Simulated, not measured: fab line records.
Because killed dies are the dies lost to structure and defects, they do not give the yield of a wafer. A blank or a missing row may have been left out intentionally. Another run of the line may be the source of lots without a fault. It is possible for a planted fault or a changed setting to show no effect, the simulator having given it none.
Chamber matching || flow n5Finfet || cmp-02 running N5_GATE_CUT_CMP_02: 4 sister chambers
The step polishes, stops on SiO2, t overpolish 12.7 s, target thk 0 nm. 20 wafers are shown with their chamber, then 10 later ones without.

WAFERS, EACH WITH ITS CHAMBER
{"wafer": "L074.2", "chamber": 1, "motorCurrentA (A)": 10.4, "timeToEndpointS (s)": 25, "overpolishRunS (s)": 12.690}
{"wafer": "L074.3", "chamber": 2, "motorCurrentA (A)": 10.3, "timeToEndpointS (s)": 24, "overpolishRunS (s)": 12.709}
{"wafer": "L074.6", "chamber": 2, "motorCurrentA (A)": 10.1, "timeToEndpointS (s)": 24, "overpolishRunS (s)": 12.699}
{"wafer": "L078.1", "chamber": 2, "motorCurrentA (A)": 11.0, "timeToEndpointS (s)": 22, "overpolishRunS (s)": 12.693}
{"wafer": "L078.2", "chamber": 1, "motorCurrentA (A)": 10.4, "timeToEndpointS (s)": 26, "overpolishRunS (s)": 12.683}
{"wafer": "L078.5", "chamber": 3, "motorCurrentA (A)": 7.2, "timeToEndpointS (s)": 18, "overpolishRunS (s)": 12.688}
{"wafer": "L079.2", "chamber": 2, "motorCurrentA (A)": 10.6, "timeToEndpointS (s)": 22, "overpolishRunS (s)": 12.703}
{"wafer": "L079.3", "chamber": 0, "motorCurrentA (A)": 9.9, "timeToEndpointS (s)": 21, "overpolishRunS (s)": 12.687}
{"wafer": "L079.6", "chamber": 2, "motorCurrentA (A)": 10.5, "timeToEndpointS (s)": 20, "overpolishRunS (s)": 12.697}
{"wafer": "L080.2", "chamber": 1, "motorCurrentA (A)": 10.2, "timeToEndpointS (s)": 27, "overpolishRunS (s)": 12.707}
{"wafer": "L080.3", "chamber": 3, "motorCurrentA (A)": 7.8, "timeToEndpointS (s)": 21, "overpolishRunS (s)": 12.705}
{"wafer": "L080.5", "chamber": 3, "motorCurrentA (A)": 7.4, "timeToEndpointS (s)": 25, "overpolishRunS (s)": 12.689}
{"wafer": "L083.1", "chamber": 0, "motorCurrentA (A)": 9.6, "timeToEndpointS (s)": 24, "overpolishRunS (s)": 12.685}
{"wafer": "L083.2", "chamber": 3, "motorCurrentA (A)": 7.9, "timeToEndpointS (s)": 20, "overpolishRunS (s)": 12.703}
{"wafer": "L083.6", "chamber": 3, "motorCurrentA (A)": 7.6, "timeToEndpointS (s)": 20, "overpolishRunS (s)": 12.696}
{"wafer": "L086.3", "chamber": 0, "motorCurrentA (A)": 9.0, "timeToEndpointS (s)": 26, "overpolishRunS (s)": 12.710}
{"wafer": "L086.4", "chamber": 3, "motorCurrentA (A)": 7.9, "timeToEndpointS (s)": 23, "overpolishRunS (s)": 12.697}
{"wafer": "L086.5", "chamber": 2, "motorCurrentA (A)": 10.3, "timeToEndpointS (s)": 25, "overpolishRunS (s)": 12.709}
{"wafer": "L087.2", "chamber": 0, "motorCurrentA (A)": 9.7, "timeToEndpointS (s)": 25, "overpolishRunS (s)": 12.716}
{"wafer": "L087.3", "chamber": 1, "motorCurrentA (A)": 9.9, "timeToEndpointS (s)": 26, "overpolishRunS (s)": 12.723}

SIGNATURES, as means of the wafers listed above
{"reading": "motorCurrentA", "chamber 0": 9.550, "chamber 1": 10.225, "chamber 2": 10.467, "chamber 3": 7.633, "scatter within a chamber": 0.309}
{"reading": "timeToEndpointS", "chamber 0": 24.00, "chamber 1": 26.00, "chamber 2": 22.83, "chamber 3": 21.17, "scatter within a chamber": 1.99}
{"reading": "overpolishRunS", "chamber 0": 12.69950, "chamber 1": 12.70075, "chamber 2": 12.70167, "chamber 3": 12.69633, "scatter within a chamber": 0.0116}
Rule: a wafer lies at a distance from a chamber equal to the root of the sum of squares, over the readings, of (its reading less the chamber's mean, divided by the reading's scatter). The wafer belongs to the nearest chamber; if the next one is less than 2 further off, it can't be placed. The scatter: the root of (the sum of the squares of (reading less its chamber's mean) over the shown wafers, divided by (wafers less chambers)).

WAFERS WHOSE CHAMBER IS MISSING
{"wafer": "L087.5", "motorCurrentA (A)": 9.9, "timeToEndpointS (s)": 24, "overpolishRunS (s)": 12.714}
{"wafer": "L089.1", "motorCurrentA (A)": 7.4, "timeToEndpointS (s)": 21, "overpolishRunS (s)": 12.706}
{"wafer": "L089.2", "motorCurrentA (A)": 10.6, "timeToEndpointS (s)": 27, "overpolishRunS (s)": 12.690}
{"wafer": "L089.3", "motorCurrentA (A)": 10.1, "timeToEndpointS (s)": 22, "overpolishRunS (s)": 12.696}
{"wafer": "L091.1", "motorCurrentA (A)": 10.3, "timeToEndpointS (s)": 26, "overpolishRunS (s)": 12.686}
{"wafer": "L091.2", "motorCurrentA (A)": 9.3, "timeToEndpointS (s)": 25, "overpolishRunS (s)": 12.701}
{"wafer": "L091.4", "motorCurrentA (A)": 7.3, "timeToEndpointS (s)": 23, "overpolishRunS (s)": 12.703}
{"wafer": "L095.2", "motorCurrentA (A)": 9.7, "timeToEndpointS (s)": 28, "overpolishRunS (s)": 12.718}
{"wafer": "L095.3", "motorCurrentA (A)": 7.5, "timeToEndpointS (s)": 23, "overpolishRunS (s)": 12.708}
{"wafer": "L095.6", "motorCurrentA (A)": 7.8, "timeToEndpointS (s)": 22, "overpolishRunS (s)": 12.698}

WHICH CHAMBER EACH ONE RAN IN
{"wafer": "L087.5", "from the rows above": "can't be placed: 0 or 1 or 2", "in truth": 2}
{"wafer": "L089.1", "from the rows above": 3, "in truth": 3}
{"wafer": "L089.2", "from the rows above": "can't be placed: 1 or 2", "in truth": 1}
{"wafer": "L089.3", "from the rows above": "can't be placed: 2 or 0 or 1", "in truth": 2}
{"wafer": "L091.1", "from the rows above": "can't be placed: 1 or 2 or 0", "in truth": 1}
{"wafer": "L091.2", "from the rows above": 0, "in truth": 0}
{"wafer": "L091.4", "from the rows above": 3, "in truth": 3}
{"wafer": "L095.2", "from the rows above": "can't be placed: 1 or 0 or 2", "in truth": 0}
{"wafer": "L095.3", "from the rows above": 3, "in truth": 3}
{"wafer": "L095.6", "from the rows above": 3, "in truth": 3}
Correctly placed: 5 of 10. Cannot be placed on the basis of these rows: 5; the candidates contain the true chamber in 5. Wrongly placed: 0.
